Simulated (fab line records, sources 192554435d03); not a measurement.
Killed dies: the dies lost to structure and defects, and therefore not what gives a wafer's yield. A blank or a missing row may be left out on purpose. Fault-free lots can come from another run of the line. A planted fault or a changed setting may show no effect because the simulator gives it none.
fab line records ; flow n5-finfet
record: lots: 3; wafers: 9; last-day: 17
route steps=1938 shown GATE_CUT@511 MOL_CONTACT_COAG@517 BEOL_M4@1111 PASSIVATION@1936
lots that met no fault: taken from a fault-free run of the same line
start-h: the number of hours between the record's first day and the start of the first shown wafer of the lot ; wait-h: hours from the lot's prior step to this one ; " repeats the value in the row above ; L1.1+2: a row that stands for several wafers ; - no value, or no start was given ; * or withheld: withheld ; < > ~ a bound
route shown NAME@n: a module of which the file shows steps, and the number in the route of the first ; usual: mean/standard deviation taken from wafers without a fault ; same: alike in all rows ; chamber/n: place in a boat ; sites: each site's reading ; _std_site: standard deviation of those values ; _edge_site: mean of outer sites minus mean of inner sites ; radius-mm: for every site, how far away it sits from the centre of the wafer ; mask NAME#n: copy n ; behind: the most recent tool/chamber to have shaped the wafer ; hold: the reason the lot was held/the length of the hold in hours/how it ended ; device: the n, p or np transistor that did not switch ; end of line: the tests these same wafers got at the end of their route ; where a step has no rows: the recipe by itself ; killed: at the first sort, the dies lost to defects and structure; wafer yield is something else ; map: dies across one wafer; x = killed, . = not, _ = none there
set.NAME: the run value of the setting; set.NAME@STEP: its run value at that earlier step ; model.NAME: the simulator's own value behind a step, which no gauge read
lots at selected steps of the route; one table per step, one row per wafer
services: the hour from which a tool's chamber was out of use, counted from the record's first day as start-h (under 0 if before that day), plus the number of hours and why
== steps ==
step: N5_GATE_CUT_CMP_23
recipe: stop-on: SiO2; t-overpolish-s: 23.4; post-cmp-clean: alkaline-brush; down-force-psi: 2.5; platen-rpm: 51.8; pad-velocity-m-s: 1.0307; target-thk-nm: 16
step: N5_GATE_CUT_CMP_43
recipe: material: SiO2; post-cmp-clean: rinse-only
step: N5_GATE_CUT_CMP_61
recipe: stop-on: SiNx; t-overpolish-s: 3; post-cmp-clean: alkaline-brush; down-force-psi: 4; platen-rpm: 27.09; pad-velocity-m-s: 0.539
step: N5_MOL_CONTACT_COAG_COAT_103
recipe: resist: SOC; temp-c: 250; time-s: 60; spin-rpm: 1500; resist-thk-nm: 80
step: N5_MOL_CONTACT_COAG_COAT_104
recipe: resist: SiARC; temp-c: 220; time-s: 60; spin-rpm: 1500; resist-thk-nm: 12
step: N5_MOL_CONTACT_COAG_COAT_58
recipe: resist: underlayer; temp-c: 205; time-s: 60; spin-rpm: 1500; resist-thk-nm: 10
step: N5_MOL_CONTACT_COAG_COAT_02
recipe: resist: CAR-EUV; spin-rpm: 1500; resist-thk-nm: 30
step: N5_MOL_CONTACT_COAG_EBR_04
recipe: solvent: PGMEA; ebr-width-mm: 1.5
step: N5_MOL_CONTACT_COAG_SOFTBAKE_03
recipe: temp-c: 110; time-s: 60; resist: CAR-EUV
step: N5_MOL_CONTACT_COAG_EXPOSE_05
recipe: mask-id: CA; na: 0.33; source-shape: annular; sigma-inner: 0.4; sigma-outer: 0.8; polarization: unpolarized; defocus-nm: 0; dose-mj: 38.25
usual: exposure-dose-mJ-cm2: 38.24/0.044
lot.wafer;tool;chamber;start-h;wait-h;mask;exposure-dose-mJ-cm2
L207.2;euv-scanner-02;0;100.62;-;CA#0;38.31
L207.4;euv-scanner-02;0;100.62;-;CA#0;38.23
L207.6;euv-scanner-02;0;100.62;-;CA#0;38.27
L221.2;euv-scanner-02;0;191.47;-;CA#0;38.63
L221.5;euv-scanner-02;0;191.47;-;CA#0;38.64
L221.6;euv-scanner-02;0;191.47;-;CA#0;38.63
L225.1;euv-scanner-01;0;210.73;-;CA#0;38.24
L225.3;euv-scanner-01;0;210.73;-;CA#0;38.28
L225.6;euv-scanner-01;0;210.73;-;CA#0;38.22
step: N5_MOL_CONTACT_COAG_PEB_06
recipe: peb-temp-c: 100; peb-time-s: 60; resist: CAR-EUV
step: N5_MOL_CONTACT_COAG_DEVELOP_07
recipe: develop-time-s: 30; developer: TMAH; resist: CAR-EUV; rinse-liquid: surfactant-rinse; dry: air-spin; dev-temp-c: 23
step: N5_MOL_CONTACT_COAG_CD_MEAS_08
recipe: target-cd-nm: 28; landing-energy-ev: 500; detector: se-inlens; polarity: opening
usual: cd-nm: 28.00/0.25
lot.wafer;tool;chamber;start-h;wait-h;cd-nm
L207.2;cd-sem-02;0;100.74;-;27.79
L207.4;cd-sem-02;0;100.74;-;27.94
L207.6;cd-sem-02;0;100.74;-;27.85
L221.2;cd-sem-03;0;191.60;-;27.26
L221.5;cd-sem-03;0;191.60;-;26.45
L221.6;cd-sem-03;0;191.60;-;27.60
L225.1;cd-sem-01;0;210.86;-;27.84
L225.3;cd-sem-01;0;210.86;-;28.44
L225.6;cd-sem-01;0;210.86;-;28.25
step: N5_MOL_CONTACT_COAG_DESCUM_13
recipe: chemistry: O2; time-s: 7; source-power-w: 50; bias-power-w: 20; pressure-mtorr: 20; rf-frequency-hz: 2.712e+07; temp-c: 40; resist: CAR-EUV; o2-flow-sccm: 225
step: N5_MOL_CONTACT_COAG_ETCH_59
recipe: chemistry: N2/H2; target: underlayer; target-depth-a: 130; mask-material: CAR-EUV; time-s: 10.4; ion-energy-ev: 200; pressure-mtorr: 30; source-w: 840; bias-w: 150; n2-flow-sccm: 200; h2-flow-sccm: 200; ends: cleared
usual: bias-w: 150.0/0.44; drypump-motor-current-A: 5.6/0.51; etch-rf-on-time-s: 10.41/0.24; h2-flow-sccm: 200.0/0.63; oes-product-au: 0.70/0.092; rf-vpp-V: 523.1/2.6; showerhead-plenum-p-Torr: 2.52/0.086; throttle-valve-pct: 17.81/0.23
lot.wafer;tool;chamber;start-h;wait-h;bias-w;drypump-motor-current-A;etch-rf-on-time-s;h2-flow-sccm;oes-product-au;rf-hours-counter-h;rf-vpp-V;showerhead-plenum-p-Torr;throttle-valve-pct;model.MOL_CONTACT_COAG.cd-offset-nm
L207.2;rie-diel-06;1;101.58;0.0;149.8;4.9;10.42;199.8;0.71;88;523.9;2.57;17.55;0.2
L207.4;rie-diel-06;3;101.58;0.0;149.8;5.3;10.27;199.9;0.59;242;522.9;2.51;17.79;0
L207.6;rie-diel-06;2;101.58;0.0;150.2;5.5;10.40;200.9;0.77;-;525.9;2.60;17.99;0
L221.2;rie-diel-02;2;191.80;0.0;150.9;5.4;10.51;198.6;0.81;11;529.0;2.72;17.74;-0.8
L221.5;rie-diel-02;2;191.80;0.0;150.1;5.4;10.62;200.6;0.80;-;528.5;2.72;17.73;-1.6
L221.6;rie-diel-02;3;191.80;0.0;150.6;6.6;10.25;199.8;0.59;-;519.6;2.44;17.87;-0.6
L225.1;rie-diel-01;3;211.02;0.0;149.9;6.1;10.09;200.2;0.77;26;523.4;2.49;17.78;0.2
L225.3;rie-diel-01;1;211.02;0.0;150.1;6.7;10.18;199.0;0.79;17;523.5;2.49;17.87;0
L225.6;rie-diel-01;0;211.02;0.0;149.5;6.0;10.79;200.5;0.65;-;525.1;2.54;17.81;0.2
step: N5_MOL_CONTACT_COAG_ETCH_105
recipe: chemistry: CF4; target: SiARC; target-depth-a: 156; mask-material: CAR-EUV; time-s: 26; ion-energy-ev: 80; pressure-mtorr: 40; source-w: 545; bias-w: 36; Ar_flow_sccm: 100; cf4-flow-sccm: 100; ends: cleared
step: N5_MOL_CONTACT_COAG_ETCH_106
recipe: chemistry: N2/H2; target: SOC; target-depth-a: 800; overetch-a: 160; mask-material: SiARC; temp-c: 40; time-s: 120; ion-energy-ev: 200; pressure-mtorr: 30; source-w: 840; bias-w: 150; n2-flow-sccm: 200; h2-flow-sccm: 200
step: N5_MOL_CONTACT_COAG_STRIP_107
recipe: chemistry: N2/H2; temp-c: 40; n2-flow-sccm: 200; h2-flow-sccm: 200; rf-frequency-hz: 6e+07
step: N5_MOL_CONTACT_COAG_STRIP_108
recipe: chemistry: N2/H2; temp-c: 40; n2-flow-sccm: 200; h2-flow-sccm: 200; rf-frequency-hz: 6e+07
step: N5_MOL_CONTACT_COAG_CONTACT_ETCH_14
recipe: chemistry: C4F6/O2; target: SiO2; target-depth-a: 275; overetch-a: 85; mask-material: SOC; pressure-mtorr: 30; source-w: 370; bias-w: 185; Ar_flow_sccm: 300; C4F6_flow_sccm: 16; O2_flow_sccm: 10; time-s: 20; ion-energy-ev: 259.6
step: N5_MOL_CONTACT_COAG_STRIP_109
recipe: chemistry: C4F6/O2; resist: SiARC; rf-frequency-hz: 6e+07
step: N5_MOL_CONTACT_COAG_ETCH_15
recipe: chemistry: CH3F/O2; target: SiNx; target-depth-a: 70; mask-material: SOC; stop-on: Si:P; over-etch-frac: 0.75; ion-energy-ev: 120; pressure-mtorr: 30; source-w: 395; bias-w: 73; Ar_flow_sccm: 150; CH3F_flow_sccm: 30; O2_flow_sccm: 20
step: N5_MOL_CONTACT_COAG_ETCH_110
recipe: chemistry: CF4/O2; target: Si; target-depth-a: 25; time-s: 8; pressure-mtorr: 100; source-w: 200; bias-w: 12; ion-energy-ev: 60; Ar_flow_sccm: 100; cf4-flow-sccm: 100; O2_flow_sccm: 10
usual: bias-w: 12.00/0.034; drypump-motor-current-A: 5.6/0.51; oes_o_777_au: 0.82/0.11; oes-product-au: 0.81/0.11; rf-vpp-V: 126.2/3; showerhead-plenum-p-Torr: 2.20/0.07; throttle-valve-pct: 10.69/0.27
lot.wafer;tool;chamber;start-h;wait-h;bias-w;drypump-motor-current-A;oes_o_777_au;oes-product-au;rf-hours-counter-h;rf-vpp-V;showerhead-plenum-p-Torr;throttle-valve-pct;model.MOL_CONTACT_COAG.cd-offset-nm
L207.2;rie-diel-06;1;101.83;0.0;11.94;4.9;0.81;0.83;88;130.1;2.25;10.47;0.6
L207.4;rie-diel-06;3;101.83;0.0;11.97;5.3;0.72;0.69;242;126.0;2.19;10.88;-0.2
L207.6;rie-diel-06;2;101.83;0.0;11.98;5.5;0.90;0.91;-;126.1;2.25;10.73;-0.2
L221.2;rie-diel-02;2;192.05;0.0;12.02;5.4;0.95;0.94;11;128.2;2.36;10.46;-0.8
L221.5;rie-diel-02;2;192.05;0.0;11.97;5.4;0.95;0.94;-;127.5;2.36;10.45;-1.6
L221.6;rie-diel-02;3;192.05;0.0;12.00;6.5;0.67;0.68;-;123.8;2.12;10.76;-0.4
L225.1;rie-diel-01;3;211.26;0.0;11.99;6.0;0.90;0.91;27;125.2;2.20;10.64;0.8
L225.3;rie-diel-01;1;211.26;0.0;11.98;6.7;0.91;0.93;17;125.4;2.18;10.60;0.2
L225.6;rie-diel-01;0;211.26;0.0;12.02;6.0;0.74;0.75;-;124.7;2.23;10.76;0.4
step: N5_MOL_CONTACT_COAG_STRIP_98
recipe: chemistry: N2/H2; power-w: 500; temp-c: 40; pressure-mtorr: 50; rf-frequency-hz: 6e+07; overash-fraction: 0.3; bias-power-w: 8; h2-frac: 0.5; n2-flow-sccm: 300; h2-flow-sccm: 300
step: N5_MOL_CONTACT_COAG_IMPLANT_129
recipe: species: Ge; energy-kev: 3; dose-cm2: 6e+14; tilt-deg: 0; rotation-deg: 0
step: N5_MOL_CONTACT_COAG_PRECLEAN_111
recipe: chemistry: NF3:NH3; afs-cycles: 1; temp-c: 30; time-s: 20; sublimation-temp-c: 180; sublimation-time-s: 60; pressure-torr: 3; rf-power-w: 30
step: N5_MOL_CONTACT_COAG_TI_SIL_19
recipe: material: Ti; target-thk-a: 42; temp-c: 200; chamber-pressure-pa: 5; power-w: 5000; time-s: 15
step: N5_MOL_CONTACT_COAG_ALD_20
recipe: material: TiN; target-thk-a: 15; temp-c: 400; ald-precursor-family: TiCl4; ald-co-reactant: NH3; pulse-time-s: 1; purge-time-s: 3; co-reactant-purge-time-s: 2; co-reactant-pulse-time-s: 2; ald-cycles: 68; pressure-torr: 3
step: N5_MOL_CONTACT_COAG_SIL_ANNEAL_21
recipe: temp-c: 550; time-s: 60; ambient: N2
step: N5_MOL_CONTACT_COAG_PRE_CLEAN_141
recipe: gas: H2/He; time-s: 60; temp-c: 300
step: N5_MOL_CONTACT_COAG_SPUTTER_143
recipe: material: Co; target-thk-a: 25; temp-c: 25; chamber-pressure-pa: 0.2
step: N5_MOL_CONTACT_COAG_CO_FILL_22
recipe: material: Co; target-thk-a: 200; temp-c: 200; precursor: CCTBA/H2; pressure-torr: 30
step: N5_MOL_CONTACT_COAG_ANNEAL_113
recipe: temp-c: 400; time-s: 300; ambient: H2/N2
step: N5_MOL_CONTACT_COAG_PRE_CLEAN_142
recipe: gas: H2/He; time-s: 60; temp-c: 300
step: N5_MOL_CONTACT_COAG_SPUTTER_130
recipe: material: Co; target-thk-a: 475; temp-c: 25; chamber-pressure-pa: 0.5; power-w: 3000
step: N5_MOL_CONTACT_COAG_PRECLEAN_125
recipe: chemistry: DIW; time-s: 57.5; temp-c: 23
step: N5_BEOL_M4_RC_MEAS_101
usual: DIBL_N: 36.2/1.6; DIBL_P: 36.1/2; IOFF_N: 0.16/0.032; IOFF_P: 0.22/0.036; ION_N: 672/11; ION_P: 463/7.5; RC_DENSE_N: 18.9/0.46; SS_N: 71.4/0.58; SS_P: 73.2/0.67; VT_N: 250/3.3; VT_P: -250/3.3
lot.wafer;tool;chamber;start-h;wait-h;DIBL_N[mV/V];DIBL_P[mV/V];IOFF_N[nA/um];IOFF_P[nA/um];ION_N[uA/um];ION_P[uA/um];RC_DENSE_N[ohm.um];SS_N[mV/dec];SS_P[mV/dec];VT_N[mV];VT_P[mV]
L207.2;prober-02;0;179.80;0.2;35.6;35.6;0.14;0.19;669;456;18.4;71.1;73.0;253;-252
L207.4;prober-02;0;179.80;0.2;38.6;39.1;0.19;0.26;690;477;19.0;71.7;74.3;246;-248
L207.6;prober-02;0;179.80;0.2;35.1;35.2;0.14;0.18;670;458;19.2;71.6;72.7;252;-250
L221.2;prober-02;0;276.62;0.2;35.3;34.4;0.14;0.20;662;456;20.0;71.7;73.3;253;-251
L221.5;prober-02;0;276.62;0.2;34.2;34.1;0.13;0.19;661;457;21.4;70.5;73.0;256;-251
L221.6;prober-02;0;276.62;0.2;32.5;30.8;0.11;0.15;662;450;19.7;70.6;71.6;254;-253
L225.1;prober-02;0;305.07;0.0;39.0;37.3;0.18;0.24;677;469;18.3;70.9;73.5;249;-248
L225.3;prober-02;0;305.07;0.0;35.9;33.6;0.13;0.19;650;451;18.8;70.3;72.7;251;-251
L225.6;prober-02;0;305.07;0.0;38.1;35.7;0.16;0.22;671;464;18.8;70.6;72.6;248;-248
step: N5_PASSIVATION_PROBE_49
usual: defect-limited-yield: 91.4/1.3; killed_at_M0_to_M3: 34/10; killed_at_M4_up: 14/5.6; killed-at-contacts: 13/5.9; killed-at-front-end: 37/9.9; killed-at-other: 3.5/2.8; killed-dies: 101/15; killed-open: 67/12; killed-short: 32/6.6; sort_bin_5_function: 5.0/0.81; sort_bin_6_memory: 3.2/0.66; sort-n-pass: 1079/15; sort-yield-pct: 91.4/1.3
same: gross-dies: 1180; killed-at-back-side: 0; sort_bin_4_leakage[%]: 0; sort_bin_8_speed[%]: 0
lot.wafer;tool;chamber;start-h;wait-h;defect-limited-yield[%];killed_at_M0_to_M3;killed_at_M4_up;killed-at-contacts;killed-at-front-end;killed-at-other;killed-dies;killed-open;killed-short;sort_bin_5_function[%];sort_bin_6_memory[%];sort-n-pass;sort-yield-pct[%]
L221.5;prober-01;-;376.77;0.2;92.5;21;13;15;37;3;89;51;30;3.8;3.5;1091;92.5
killed by level:class
L221.5 GATE_CUT:geometric-particle:short=10 MOL_CONTACT_COAG:area-expose=8 BEOL_M2:geometric-particle:open=7 GATE_CUT:geometric-particle:open=6 MOL_CONTACT_COAG:geometric-particle:open=6 FIN_SAQP:geometric-particle:open=5 STI_FIN_REVEAL:geometric-particle:open=4 BEOL_M0_SAQP:geometric-particle:short=4
== services ==
tool;chamber;start-h;hours;kind
euv-scanner-01;-;95.60;1.0;pm
rie-diel-02;-;96.68;28.1;pm
rie-diel-01;-;105.62;2.8;pm
euv-scanner-02;-;107.83;7.3;repair
rie-diel-06;3;116.09;-;clean
rie-diel-06;3;116.09;-;consumable-replace:focus-ring
rie-diel-06;3;116.09;18.1;scheduled-down
rie-diel-06;3;116.09;18.1;vent-cycle
rie-diel-01;3;118.77;-;clean
rie-diel-01;3;118.77;-;consumable-replace:focus-ring
rie-diel-01;3;118.77;22.9;scheduled-down
rie-diel-01;3;118.77;22.9;vent-cycle
rie-diel-02;3;126.12;3.5;repair
rie-diel-02;2;139.13;-;clean
rie-diel-02;2;139.13;-;consumable-replace:focus-ring
rie-diel-02;3;143.67;19.0;repair
euv-scanner-01;-;151.75;1.0;pm
euv-scanner-02;-;152.05;0.6;repair
euv-scanner-02;-;165.59;1.0;pm
euv-scanner-02;-;171.62;4.6;pm
euv-scanner-01;-;176.23;5.8;pm
euv-scanner-02;-;187.13;0.9;repair
euv-scanner-01;-;207.90;1.0;pm
rie-diel-02;1;209.60;1.2;repair
== key ==
first-sign: step: N5_MOL_CONTACT_COAG_EXPOSE_05; reading: exposure-dose-mJ-cm2; direction: up; sigmas: 8.9; usual: 38.24; struck: 38.63
effect: step: N5_MOL_CONTACT_COAG_CD_MEAS_08; reading: cd-nm; direction: down; sigmas: 3.6; usual: 28.00; struck: 27.10; through: control-loop
effect: step: N5_BEOL_M4_RC_MEAS_101; reading: RC_DENSE_N; direction: up; sigmas: 3.3; usual: 18.9; struck: 20.4
model-effect: step: N5_MOL_CONTACT_COAG_ETCH_59; value: MOL_CONTACT_COAG.cd-offset-nm; without: 0; struck: -1
model-effect: step: N5_MOL_CONTACT_COAG_ETCH_110; value: MOL_CONTACT_COAG.cd-offset-nm; without: 0.1333; struck: -0.9333
met-at N5_MOL_CONTACT_COAG_EXPOSE_05
struck-wafers L221.2,L221.5,L221.6
loop-trim: step: N5_MOL_CONTACT_COAG_EXPOSE_05; setting: dose; lots: L221
onset-between 100.62 191.47
fault: kind: process-parameter-drift; tool: euv-scanner-02; chamber: -; onset-h: 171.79; steps: N5_MOL_CONTACT_COAG_EXPOSE_05; channel: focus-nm; offset: 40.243; spread-by-wafer: 0.3; shape: step; end-h: 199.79
loop-trim: a control loop set the setting to another value than it would have without faults
